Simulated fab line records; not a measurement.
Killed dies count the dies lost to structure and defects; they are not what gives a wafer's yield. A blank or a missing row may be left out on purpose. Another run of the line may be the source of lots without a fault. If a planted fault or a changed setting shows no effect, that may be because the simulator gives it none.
One fault through the eyes of 2 desks || flow n5_finfet || what lay behind the numbers comes last; until then each desk has only its own

THE DEFECT DESK
Per lot, the means of the sampled wafers with a number show what the inspections along the route counted. Any lot whose mean is over 4 standard deviations away from the usual mean is out of limits and marked OUT; that distance is given in the brackets.
Columns: A = raw_defect_count at N5_BEOL_M15_INSPECT_12, usual 2.0
{"lot": "L563", "first seen here": "day 11 20:11", "A": 3.7}
{"lot": "L566", "first seen here": "day 12 04:07", "A": 3.3}
{"lot": "L567", "first seen here": "day 12 16:19", "A": 2.0}
{"lot": "L568", "first seen here": "day 13 03:45", "A": 3.3}
{"lot": "L570", "first seen here": "day 13 09:33", "A": 2.0}
{"lot": "L573", "first seen here": "day 14 08:59", "A": 2.3}
{"lot": "L572", "first seen here": "day 14 15:11", "A": 1.7}
{"lot": "L582", "first seen here": "day 17 07:34", "A": 1.7}
{"lot": "L583", "first seen here": "day 17 15:26", "A": 1.3}
{"lot": "L584", "first seen here": "day 18 06:52", "A": 1.0}
Finding of this desk: none of the 10 lots has anything out of limits.

DESK OF THE TOOL OWNER: rie_diel-03
The tool's own readings at N5_BEOL_M15_ETCH_59 (etches BARC in N2/H2, target depth 89 nm, overetch 26.7 nm, time 67.9 s): means of the sampled wafers that have a number, for each lot that ran on this tool. Any lot whose mean is over 4 standard deviations away from the usual mean is out of limits and marked OUT; that distance is given in the brackets.
Columns: A = drypump_motor_current_A at N5_BEOL_M15_ETCH_59, usual 5.8 A; B = oes_product_au at N5_BEOL_M15_ETCH_59, usual 0.70 a.u.; C = rf_fwd_power_W at N5_BEOL_M15_ETCH_59, usual 833.1 W; D = rf_vpp_V at N5_BEOL_M15_ETCH_59, usual 524.2 V; E = run_length_s at N5_BEOL_M15_ETCH_59, usual 91.0 s; F = showerhead_plenum_p_Torr at N5_BEOL_M15_ETCH_59, usual 2.55 Torr; G = throttle_valve_pct at N5_BEOL_M15_ETCH_59, usual 17.8 %
{"lot": "L563", "first seen here": "day 11 20:15", "A": 5.7, "B": 0.61, "C": 832.4, "D": 521.0, "E": 91.6, "F": 2.49, "G": 18.3}
{"lot": "L568", "first seen here": "day 13 03:49", "A": 5.4, "B": 0.68, "C": 831.5, "D": 522.9, "E": 91.4, "F": 2.51, "G": 18.0}
{"lot": "L570", "first seen here": "day 13 09:37", "A": 5.6, "B": 0.68, "C": 832.4, "D": 522.3, "E": 91.4, "F": 2.48, "G": 18.0}
{"lot": "L582", "first seen here": "day 17 07:41", "A": 5.4, "B": 0.75, "C": 827.5, "D": 523.3, "E": "88.1 (-5.9) OUT", "F": 2.52, "G": 17.9}
{"lot": "L583", "first seen here": "day 17 15:29", "A": 5.4, "B": 0.81, "C": 831.2, "D": 525.1, "E": "87.5 (-7.1) OUT", "F": 2.58, "G": 17.7}
This desk's verdict: out of limits on L582, L583, starting with L582 at day 17 07:41 (run_length_s at N5_BEOL_M15_ETCH_59). L563, L568, L570: within limits.

ALL TOGETHER
The tool owner's desk had the chance to raise an alarm at day 17 07:41 on L582, L583.
No out-of-limits result turned up at the defect desk.
The defect desk has L582, L583 on record, within its limits.
Of the lots named, all ran N5_BEOL_M15_ETCH_59 on rie_diel-03.

WHAT HAD BEEN PUT IN BY THE SIMULATOR
rie_diel-03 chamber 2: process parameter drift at N5_BEOL_M15_ETCH_59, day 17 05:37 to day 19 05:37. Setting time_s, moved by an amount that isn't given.
Struck lots among those shown: L582, L583.
Each desk's first reading out of limits, in hours after the fault started: the tool owner's desk, 2.
